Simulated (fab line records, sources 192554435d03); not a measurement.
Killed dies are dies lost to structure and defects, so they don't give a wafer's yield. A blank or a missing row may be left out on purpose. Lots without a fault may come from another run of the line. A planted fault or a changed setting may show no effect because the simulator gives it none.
Split-lot experiment | flow n5_finfet | 7 lots, 21 wafers read, on a route of 1938 steps

THE SPLIT
At N5_BEOL_M11_TRENCH_ETCH_37 (etches SiCOH lowk in C4F6/O2, target depth 148.83 nm, time 48 s), the setting bias_w was moved away from the recipe's 185 W on 8 of the 21 wafers read, by +4.9% to +16.7%. The other wafers ran this setting at the recipe's value.

The reading is taken at the split's own step.

THE READING
rf_vpp_V, in V, at N5_BEOL_M11_TRENCH_ETCH_37 (etches SiCOH lowk in C4F6/O2, target depth 148.83 nm, time 48 s). Fault-free wafers of this fab line usually give 663 V, standard deviation 9.5 V.

wafer  | tool, chamber at the split | bias_w as run, W | against the recipe | rf_vpp_V, V | against lot-mates on the recipe
L075.2 | rie_diel-06, 2             | 185              | recipe             | 671         | -
L075.3 | rie_diel-06, 0             | 194.1            | +4.9%              | 687         | +14
L075.6 | rie_diel-06, 3             | 185              | recipe             | 676         | -
L076.3 | rie_diel-02, 2             | 215.9            | +16.7%             | 739         | +78
L076.4 | rie_diel-02, 0             | 185              | recipe             | 668         | -
L076.5 | rie_diel-02, 2             | 185              | recipe             | 654         | -
L081.2 | rie_diel-06, 1             | 185              | recipe             | 652         | -
L081.5 | rie_diel-06, 2             | 211.9            | +14.5%             | 747         | +95
L081.6 | rie_diel-06, 1             | 211.9            | +14.5%             | 727         | +75
L080.2 | rie_diel-02, 0             | 185              | recipe             | 668         | -
L080.5 | rie_diel-02, 2             | 211.7            | +14.4%             | 727         | +59
L080.6 | rie_diel-02, 0             | 185              | recipe             | 668         | -
L084.3 | rie_diel-04, 1             | 185              | recipe             | 675         | -
L084.5 | rie_diel-04, 2             | 185              | recipe             | 655         | -
L084.6 | rie_diel-04, 1             | 185              | recipe             | 675         | -
L085.2 | rie_diel-02, 1             | 213.4            | +15.4%             | 730         | +68
L085.3 | rie_diel-02, 3             | 213.4            | +15.4%             | 743         | +81
L085.5 | rie_diel-02, 3             | 185              | recipe             | 662         | -
L093.1 | rie_diel-06, 1             | 185              | recipe             | 652         | -
L093.3 | rie_diel-06, 0             | 185              | recipe             | 662         | -
L093.5 | rie_diel-06, 0             | 194.2            | +5.0%              | 688         | +31

THE FIT
A straight line over all 21 wafers: rf_vpp_V changes by +4.68 V for each +1% of bias_w; r = +0.97; the points scatter about the line by 8.3 V.
The same after taking each lot's own level away (the mean of its wafers on the recipe; 21 wafers): +5 V for each +1%; r = +0.97; scatter 8.5 V.
On that fit, the largest move of bias_w shifts the reading by 84 V.
The lots' own levels span 652.0 to 673.5 V, that is 2.3 times the standard deviation above.
So the lot-to-lot level changes the slope little: the two slopes agree.
Check: with one of the wafers moved furthest among these (+16.7%) left out of the fit, the line predicts +84.6 V for it against its lot-mates. It came out at +78 V against them.
Tool readings at the split's step, against how far the setting was moved: rf_vpp_V r = +0.97.

OTHER SPLITS ON THESE WAFERS
These wafers also went through other splits before the reading. Each is held against what the fit with the lots' levels taken away leaves over:
other split on the same wafers   | wafers away from the commonest value | r with rf_vpp_V (lot level and that fit taken away)
N5_BEOL_M8_EXPOSE_25 dose_mj     | 3                                    | -0.30
N5_BEOL_M8_ETCH_65 source_w      | 7                                    | +0.20
N5_BEOL_M9_TRENCH_ETCH_37 bias_w | 7                                    | +0.33
N5_BEOL_M9_CMP_52 down_force_psi | 4                                    | +0.21
N5_BEOL_M10_PECVD_70 temp_c      | 6                                    | +0.18
N5_BEOL_M11_EXPOSE_25 dose_mj    | 8                                    | -0.27
N5_BEOL_M11_PEB_26 peb_time_s    | 10                                   | +0.06

THE FILE'S OWN FIT
rf_vpp_V changes by +4.83 V for each +1% of bias_w, r = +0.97.
